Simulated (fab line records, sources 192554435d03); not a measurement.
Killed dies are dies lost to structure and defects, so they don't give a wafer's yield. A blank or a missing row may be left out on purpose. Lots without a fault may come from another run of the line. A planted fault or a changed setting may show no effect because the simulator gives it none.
Chamber matching | flow n5_finfet | N5_BEOL_M0_SAQP_ETCH_107 on rie_diel-05: 4 sister chambers
The step etches SiNx in CH3F/O2, target depth 30 nm. 8 wafers are shown with their chamber, then 7 later ones without.

WAFERS WITH THEIR CHAMBER
wafer  | chamber | drypump_motor_current_A (A) | throttle_valve_pct (%)
L076.3 | 0       | 5.7                         | 16.04
L081.5 | 0       | 5.7                         | 16.06
L084.4 | 2       | 5.2                         | 16.21
L084.5 | 3       | 6.2                         | 16.72
L085.1 | 3       | 6.3                         | 16.72
L085.6 | 1       | 5.8                         | 16.59
L088.1 | 2       | 5.2                         | 16.24
L088.5 | 1       | 5.8                         | 16.59

WAFERS WITHOUT THEIR CHAMBER
wafer  | drypump_motor_current_A (A) | throttle_valve_pct (%)
L088.6 | 5.7                         | 16.08
L090.2 | 5.8                         | 16.61
L090.5 | 5.2                         | 16.24
L090.6 | 5.8                         | 16.60
L093.3 | 6.3                         | 16.74
L093.4 | 5.8                         | 16.59
L093.5 | 5.6                         | 16.10

WHICH CHAMBER EACH WENT THROUGH
wafer  | from the rows above | in truth
L088.6 | 0                   | 0
L090.2 | 1                   | 1
L090.5 | 2                   | 2
L090.6 | 1                   | 1
L093.3 | 3                   | 3
L093.4 | 1                   | 1
L093.5 | 0                   | 0
Placed correctly: 7 of 7. Can't be placed from these rows: 0. Placed wrongly: 0.
How it was worked out, from the rows above alone: a wafer's distance from a chamber is the root of the sum, over the readings, of the square of ((its reading less the chamber's mean) divided by the reading's scatter). The wafer belongs to the nearest chamber; if the next one is less than 2 further off, it can't be placed. A chamber's mean is the mean of its shown wafers. The scatter: the root of (the sum of the squares of (reading less its chamber's mean) over the shown wafers, divided by (wafers less chambers)).
